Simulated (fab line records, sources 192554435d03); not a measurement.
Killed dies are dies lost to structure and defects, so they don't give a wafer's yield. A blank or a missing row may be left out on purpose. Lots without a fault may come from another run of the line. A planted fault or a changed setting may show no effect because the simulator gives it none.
fab line records | flow n5_finfet
record lots=14 wafers=40 last_day=17
route steps=1938 shown BEOL_M10@1533 BEOL_M11@1567
lots that met no fault: from a run of the same line without faults
start_h: hours from the record's first day to the start of the lot's first wafer shown | wait_h: hours since the lot's step before | " the same as in the row above | L1.1+2: a row that stands for several wafers | - no value, or no start given | * or withheld: withheld | < > ~ a bound
route shown NAME@n: a module of which the file shows steps, and the number in the route of the first | usual: mean/standard deviation of fault-free wafers | same: alike in all rows | chamber/n: place in a boat | sites: the reading at each site | _std_site: their standard deviation | _edge_site: outer sites' mean less inner sites' | radius_mm: how far each site lies from the wafer's centre | mask NAME#n: copy n | behind: the tool/chamber that last shaped the wafer | hold: why the lot was held/for how many hours/how that ended | device: the transistor (n, p or np) that didn't switch | end of line: the same wafers' tests at the end of the route | a step without rows: its recipe alone | killed: dies lost to structure and defects at the first sort, not the wafer's yield | map: a wafer's dies, x killed, . not, _ none there
set.NAME: the setting as run; set.NAME@STEP: as run at that earlier step | model.NAME: the simulator's own value behind a step, which no gauge read
steps of the route over a sample of lots; a table a step, a row a wafer
services: from which hour (start_h, from the record's first day; less than 0 if before it) a tool's chamber was out of use, for how many hours, and why
## steps
# step N5_BEOL_M10_DEP_56
# recipe material=SiCN target_thk_a=150 temp_c=withheld precursor=3MS/NH3 pressure_torr=3 rf_w=202 time_s=26.5
# usual rf_fwd_power_W=199.7/1.2 showerhead_plenum_p_Torr=3.658/0.012 throttle_valve_pct=9.2/0.75
# columns lot.wafer tool chamber start_h wait_h rf_fwd_power_W showerhead_plenum_p_Torr throttle_valve_pct
L731.2 pecvd-04 1 215.78 0.0 198.7 3.669 10.2
L731.6 " 1 " " 198.6 3.674 10.5
L732.2 pecvd-04 2 232.35 0.0 200.7 3.657 8.1
L732.5 " 2 " " 199.9 3.653 8.1
L732.6 " 1 " " 197.8 3.670 10.3
L733.1 pecvd-02 2 242.58 0.0 197.7 3.663 8.4
L733.3 " 1 " " 201.4 3.671 9.8
L733.6 " 1 " " 200.8 3.672 9.5
L736.2 pecvd-02 0 254.31 0.0 200.3 3.643 9.3
L736.4 " 2 " " 198.8 3.672 8.3
L736.6 " 1 " " 200.6 3.677 9.3
L738.4 pecvd-01 1 261.74 0.0 197.7 3.647 10.0
L738.5 " 0 " " 201.0 3.654 9.1
L738.6 " 2 " " 199.5 3.664 8.3
L743.1 pecvd-01 1 296.05 0.0 198.0 3.648 9.9
L743.2 " 2 " " 199.7 3.667 8.4
L743.4 " 0 " " 199.8 3.664 9.4
L745.1 pecvd-01 1 296.86 0.0 197.9 3.655 10.3
L745.4 " 1 " " 198.2 3.658 9.9
L745.6 " 0 " " 200.3 3.652 9.3
L746.1 pecvd-04 1 302.66 0.0 197.5 3.664 10.4
L746.3 " 2 " " 199.8 3.650 8.5
L746.4 " 1 " " 198.1 3.665 10.7
L744.1 pecvd-01 1 303.21 0.0 199.0 3.646 9.8
L744.4 " 1 " " 198.7 3.657 10.1
L744.6 " 0 " " 199.5 3.664 9.3
L747.2 pecvd-04 0 310.83 0.0 199.9 3.640 8.9
L747.4 " 1 " " 197.5 3.669 10.6
L747.6 " 2 " " 200.8 3.664 8.7
L748.1 pecvd-01 2 313.77 0.0 199.9 3.676 8.6
L748.5 " 0 " " 200.5 3.670 9.2
L748.6 " 1 " " 197.9 3.651 9.7
L749.2 pecvd-04 2 316.85 0.0 199.6 3.649 8.6
L749.3 " 1 " " 198.8 3.665 10.6
L749.5 " 1 " " 199.6 3.667 10.4
L750.2 pecvd-04 2 325.23 0.0 200.4 3.644 8.5
L750.4 " 0 " " 200.3 3.645 8.9
L752.2 pecvd-04 0 353.94 0.0 200.5 3.633 9.2
L752.3 " 2 " " 200.0 3.647 8.3
L752.6 " 0 " " 200.1 3.635 9.1
# step N5_BEOL_M11_DEVELOP_27
# recipe develop_time_s=30 developer=TMAH resist=CAR-ArF rinse_liquid=diw dry=air_spin dev_temp_c=23
# usual chill_plate_temp_C=23.00/0.11 develop_time_s=30/0
# columns lot.wafer tool chamber start_h wait_h chill_plate_temp_C develop_time_s
L731.2 litho_track-04 0 220.72 - 22.92 30
L731.6 " 0 " " 22.93 30
L732.2 litho_track-05 0 235.44 - 23.07 30
L732.5 " 0 " " 23.06 30
L732.6 " 0 " " 23.03 30
L733.1 litho_track-05 0 248.30 - 23.02 30
L733.3 " 0 " " 22.80 30
L733.6 " 0 " " 22.95 30
L736.2 litho_track-01 - 258.99 - - -
L736.4 " - " " - -
L736.6 " - " " - -
L738.4 litho_track-05 - 264.50 - - -
L738.5 " - " " - -
L738.6 " - " " - -
L743.1 litho_track-05 0 299.60 - 22.84 30
L743.2 " 0 " " 23.10 30
L743.4 " 0 " " 23.10 30
L745.1 litho_track-05 0 299.87 - 23.03 30
L745.4 " 0 " " 22.93 30
L745.6 " 0 " " 23.06 30
L746.1 litho_track-04 0 307.22 - 23.05 30
L746.3 " 0 " " 23.00 30
L746.4 " 0 " " 22.90 30
L744.1 litho_track-05 0 308.21 - 23.05 30
L744.4 " 0 " " 23.15 30
L744.6 " 0 " " 23.05 30
L747.2 litho_track-01 0 313.36 - 22.98 30
L747.4 " 0 " " 23.08 30
L747.6 " 0 " " 23.18 30
L748.1 litho_track-01 0 319.76 - 23.03 30
L748.5 " 0 " " 23.06 30
L748.6 " 0 " " 22.85 30
L749.2 litho_track-01 0 322.16 - 23.00 30
L749.3 " 0 " " 23.08 30
L749.5 " 0 " " 23.13 30
L750.2 litho_track-04 0 328.65 - 22.74 30
L750.4 " 0 " " 22.99 30
L752.2 litho_track-04 0 358.15 - 23.03 30
L752.3 " 0 " " 22.97 30
L752.6 " 0 " " 23.07 30
# step N5_BEOL_M11_DESCUM_33
# recipe chemistry=O2 time_s=7.9 source_power_w=50 bias_power_w=20 pressure_mtorr=20 rf_frequency_hz=2.712e+07 temp_c=40 resist=CAR-ArF o2_flow_sccm=225
# usual drypump_motor_current_A=5.7/0.57 oes_product_au=0.79/0.09 rf_fwd_power_W=49.36/0.2 rf_vpp_V=243.0/1.7 showerhead_plenum_p_Torr=2.09/0.09 throttle_valve_pct=20.38/0.21
# columns lot.wafer tool chamber start_h wait_h drypump_motor_current_A oes_product_au rf_fwd_power_W rf_hours_counter_h rf_vpp_V showerhead_plenum_p_Torr throttle_valve_pct
L731.2 rie_diel-01 2 220.87 0.0 5.0 0.68 49.50 246 242.7 2.04 20.86
L731.6 " 0 " " 4.9 0.85 49.08 - 244.5 2.12 20.52
L732.2 rie_diel-05 3 235.62 0.1 5.8 0.69 49.42 227 243.6 2.17 20.31
L732.5 " 0 " " 5.6 0.75 49.29 - 240.3 1.95 20.55
L732.6 " 1 " " 6.1 0.81 49.72 - 243.5 2.20 20.18
L733.1 rie_diel-01 2 248.44 0.0 5.0 1.01 49.35 1 242.7 2.04 20.45
L733.3 " 0 " " 4.9 0.83 49.16 83 243.4 2.11 20.52
L733.6 " 2 " " 5.0 1.02 49.34 - 242.3 2.04 20.43
L736.2 rie_diel-03 0 259.13 0.0 5.9 0.72 48.96 186 243.3 2.09 20.69
L736.4 " 1 " " 6.1 0.86 49.15 - 242.9 2.03 20.30
L736.6 " 2 " " 5.1 0.74 49.45 - 241.2 2.01 20.46
L738.4 rie_diel-01 1 264.74 0.1 5.8 0.81 49.08 69 243.6 2.13 20.57
L738.5 " 2 " " 5.0 0.99 49.44 - 243.2 2.04 20.44
L738.6 " 3 " " 5.3 0.67 49.51 - 241.5 1.98 20.44
L743.1 rie_diel-05 0 299.91 0.2 5.6 0.73 49.40 156 239.9 1.94 20.58
L743.2 " 3 " " 5.8 0.67 49.58 248 244.4 2.17 20.33
L743.4 " 1 " " 6.1 0.80 49.46 95 245.0 2.19 20.21
L745.1 rie_diel-05 0 300.37 0.4 5.6 0.74 49.44 156 241.8 1.94 20.59
L745.4 " 1 " " 6.1 0.80 49.73 95 245.3 2.19 20.21
L745.6 " 2 " " 6.8 0.78 49.33 - 244.5 2.19 20.04
L746.1 rie_diel-03 3 307.41 0.1 5.4 0.91 49.12 13 243.5 2.16 20.18
L746.3 " 0 " " 5.9 0.69 49.34 202 242.0 2.09 20.72
L746.4 " 2 " " 5.1 0.72 49.39 199 240.1 2.00 20.49
L744.1 rie_diel-03 1 308.35 0.0 6.1 0.84 49.26 84 241.1 2.02 20.34
L744.4 " 0 " " 5.9 0.70 49.24 202 242.4 2.09 20.71
L744.6 " 0 " " 5.9 0.70 49.18 - 242.9 2.09 20.69
L747.2 rie_diel-01 3 313.50 0.0 5.4 0.66 49.40 245 241.5 1.97 20.47
L747.4 " 0 " " 4.9 0.81 49.17 103 243.8 2.11 20.57
L747.6 " 3 " " 5.3 0.66 49.41 - 240.5 1.97 20.47
L748.1 rie_diel-05 0 319.91 0.0 5.6 0.72 49.28 163 241.0 1.94 20.61
L748.5 " 0 " " 5.6 0.72 49.28 - 240.6 1.94 20.61
L748.6 " 2 " " 6.8 0.77 48.99 - 244.1 2.18 20.05
L749.2 rie_diel-05 0 322.30 0.0 5.6 0.73 49.45 164 241.0 1.94 20.61
L749.3 " 1 " " 6.1 0.78 49.64 103 247.0 2.19 20.22
L749.5 " 0 " " 5.6 0.73 49.31 - 239.2 1.94 20.61
L750.2 rie_diel-01 3 328.80 0.0 5.3 0.66 49.35 249 241.6 1.97 20.48
L750.4 " 2 " " 5.0 0.92 49.40 - 243.1 2.03 20.47
L752.2 rie_diel-05 0 358.30 0.0 5.6 0.71 49.36 175 240.8 1.94 20.62
L752.3 " 2 " " 6.8 0.76 49.25 157 245.0 2.18 20.06
L752.6 " 3 " " 5.8 0.91 49.36 - 244.0 2.16 20.01
# step N5_BEOL_M11_STRIP_77
# recipe chemistry=N2/H2 time_s=10 power_w=450 temp_c=40 pressure_mtorr=20 rf_frequency_hz=6e+07 bias_power_w=7 n2_flow_sccm=200 h2_flow_sccm=200
# usual drypump_motor_current_A=5.7/0.57 oes_product_au=0.79/0.091 rf_vpp_V=59.2/0.87 showerhead_plenum_p_Torr=2.53/0.11 throttle_valve_pct=23.6/0.38
# columns lot.wafer tool chamber start_h wait_h drypump_motor_current_A oes_product_au rf_hours_counter_h rf_vpp_V showerhead_plenum_p_Torr throttle_valve_pct
L731.2 rie_diel-01 2 - - 5.0 0.67 246 58.3 2.50 24.3
L731.6 " 0 " " 4.9 0.84 - 61.9 2.59 24.1
L732.2 rie_diel-05 3 - - 5.7 0.69 227 58.3 2.60 23.0
L732.5 " 0 " " 5.6 0.76 - 58.8 2.34 23.7
L732.6 " 1 " " 6.1 0.82 - 58.6 2.69 23.4
L733.1 rie_diel-01 2 - - 5.0 1.02 1 58.9 2.50 24.0
L733.3 " 0 " " 4.9 0.83 83 59.6 2.58 24.1
L733.6 " 2 " " 5.0 1.01 - 58.0 2.50 24.0
L736.2 rie_diel-03 0 - - 6.0 0.71 186 59.9 2.53 24.1
L736.4 " 1 " " 6.1 0.88 - 60.1 2.49 23.9
L736.6 " 2 " " 5.1 0.75 - 59.0 2.40 23.1
L738.4 rie_diel-01 1 - - 5.8 0.82 69 59.3 2.57 23.5
L738.5 " 2 " " 5.0 0.99 - 58.7 2.50 24.0
L738.6 " 3 " " 5.3 0.67 - 59.0 2.42 23.8
L743.1 rie_diel-05 0 - - 5.6 0.73 156 57.5 2.33 23.7
L743.2 " 3 " " 5.8 0.67 248 59.3 2.59 23.0
L743.4 " 1 " " 6.1 0.79 95 58.9 2.68 23.4
L745.1 rie_diel-05 0 - - 5.6 0.73 157 58.5 2.33 23.7
L745.4 " 1 " " 6.1 0.79 95 59.1 2.68 23.4
L745.6 " 2 " " 6.7 0.78 - 59.4 2.65 23.3
L746.1 rie_diel-03 3 - - 5.4 0.93 13 59.6 2.60 23.4
L746.3 " 0 " " 5.9 0.69 202 58.8 2.53 24.1
L746.4 " 2 " " 5.1 0.73 200 57.9 2.40 23.1
L744.1 rie_diel-03 1 - - 6.1 0.84 84 59.5 2.49 23.9
L744.4 " 0 " " 6.0 0.70 202 59.3 2.53 24.1
L744.6 " 0 " " 5.9 0.70 - 58.4 2.53 24.1
L747.2 rie_diel-01 3 - - 5.4 0.66 245 57.3 2.41 23.8
L747.4 " 0 " " 4.9 0.81 104 58.9 2.57 24.1
L747.6 " 3 " " 5.4 0.66 - 59.3 2.41 23.8
L748.1 rie_diel-05 0 - - 5.6 0.72 163 58.1 2.33 23.7
L748.5 " 0 " " 5.6 0.73 - 59.2 2.33 23.7
L748.6 " 2 " " 6.8 0.77 - 59.4 2.65 23.3
L749.2 rie_diel-05 0 - - 5.6 0.73 164 58.4 2.33 23.7
L749.3 " 1 " " 6.1 0.78 103 60.1 2.68 23.4
L749.5 " 0 " " 5.6 0.73 - 57.6 2.33 23.7
L750.2 rie_diel-01 3 - - 5.4 0.66 249 57.9 2.41 23.8
L750.4 " 2 " " 5.0 0.92 - 59.5 2.49 24.0
L752.2 rie_diel-05 0 - - 5.6 0.73 175 58.2 2.32 23.7
L752.3 " 2 " " 6.8 0.76 158 58.9 2.64 23.3
L752.6 " 3 " " 5.8 0.92 - 60.3 2.58 22.7
## services
# columns tool chamber start_h hours kind
rie_diel-01 3 211.88 14.8 repair
rie_diel-01 2 230.42 - clean
rie_diel-01 2 230.42 - consumable_replace:focus_ring
rie_diel-01 2 230.42 13.2 scheduled_down
rie_diel-01 2 230.42 13.2 vent_cycle
rie_diel-03 3 232.01 2.0 repair
pecvd-04 - 238.23 0.5 repair
pecvd-02 - 250.62 2.8 pm
pecvd-04 0 251.52 12.3 repair
rie_diel-03 3 266.40 4.3 repair
rie_diel-05 3 288.80 4.2 repair
rie_diel-03 0 289.36 5.6 repair
pecvd-02 - 290.31 6.1 repair
pecvd-02 1 298.53 6.5 repair
pecvd-01 - 306.51 1.0 repair
rie_diel-05 3 307.51 - clean
rie_diel-05 3 307.51 - consumable_replace:focus_ring
rie_diel-05 3 307.51 17.0 scheduled_down
rie_diel-05 3 307.51 17.0 vent_cycle
pecvd-04 - 323.14 1.8 repair
rie_diel-01 1 326.54 5.2 repair
rie_diel-01 3 331.80 - clean
rie_diel-01 3 331.80 - consumable_replace:focus_ring
rie_diel-03 3 343.39 5.5 repair
## key
first_sign step=N5_BEOL_M11_DEVELOP_27 reading=tool_record direction=missing
effect none on later readings
met_at N5_BEOL_M11_DEVELOP_27
struck_lots L736,L738
later_rows_left_out L736.2,L736.4,L736.6,L738.4,L738.5,L738.6
sort_left_out L736.2,L736.4,L736.6,L738.4,L738.5,L738.6
not_acting_at N5_BEOL_M10_DEP_56,N5_BEOL_M11_DESCUM_33,N5_BEOL_M11_STRIP_77
onset_between 248.30 258.99
fault kind=skipped_step_whole tool=litho_track-01,litho_track-05 chamber=- onset_h=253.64 steps=N5_BEOL_M11_DEVELOP_27 scope=struck_lots_only
# sort_left_out: the simulated sort isn't trusted on such a fault, so these wafers' sort isn't shown, and their yield isn't known
# later_rows_left_out: the simulator's readings of these wafers behind a module that went badly wrong aren't trusted and aren't shown, but for the sort
